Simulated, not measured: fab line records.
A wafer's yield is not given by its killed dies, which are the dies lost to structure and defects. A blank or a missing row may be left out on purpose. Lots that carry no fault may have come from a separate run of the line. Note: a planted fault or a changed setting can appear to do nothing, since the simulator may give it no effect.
Chamber matching + flow n5 finfet + 4 sister chambers for N5_BEOL_M1_ALD_98 on ald sin-04
The step deposits SiO2, target thk 2.5 nm, pulse time 1 s, co reactant pulse time 1 s. 4 wafers are shown with their chamber, then 11 later ones without.

WAFERS, EACH WITH ITS CHAMBER
| wafer  | chamber | heater power w (W) |
|--------|---------|--------------------|
| L081.3 | 1       | 80                 |
| L081.4 | 2       | 95                 |
| L082.5 | 0       | 75                 |
| L085.2 | 3       | 90                 |

WAFERS WHOSE CHAMBER IS MISSING
| wafer  | heater power w (W) |
|--------|--------------------|
| L085.3 | 76                 |
| L085.4 | 90                 |
| L088.1 | 88                 |
| L088.2 | 93                 |
| L088.5 | 77                 |
| L087.1 | 91                 |
| L087.5 | 72                 |
| L087.6 | 91                 |
| L091.3 | 71                 |
| L091.4 | 88                 |
| L091.5 | 92                 |

WHICH CHAMBER EACH WENT THROUGH
| wafer  | from the rows above     | in truth                   |
|--------|-------------------------|----------------------------|
| L085.3 | can't be placed: 0 or 1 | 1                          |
| L085.4 | 3                       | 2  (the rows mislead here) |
| L088.1 | 3                       | 3                          |
| L088.2 | can't be placed: 2 or 3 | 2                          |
| L088.5 | can't be placed: 0 or 1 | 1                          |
| L087.1 | can't be placed: 3 or 2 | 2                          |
| L087.5 | 0                       | 0                          |
| L087.6 | can't be placed: 3 or 2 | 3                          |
| L091.3 | 0                       | 0                          |
| L091.4 | 3                       | 3                          |
| L091.5 | can't be placed: 3 or 2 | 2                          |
Correct placement for 4 of the 11. These rows do not allow placing 6 (true chamber among the candidates in 6). Placed wrongly: 1.
How it was worked out, from the rows above alone: a wafer's distance from a chamber is the root of the sum, over the readings, of the square of ((its reading less the chamber's mean) divided by the reading's scatter). The wafer belongs to the nearest chamber; if the next one is less than 2 further off, it can't be placed. The mean given for a chamber averages the wafers shown for that chamber. The scatter (one wafer shown for each chamber): square how far every hidden wafer sits from the nearest shown wafer, average those squares and take the square root.
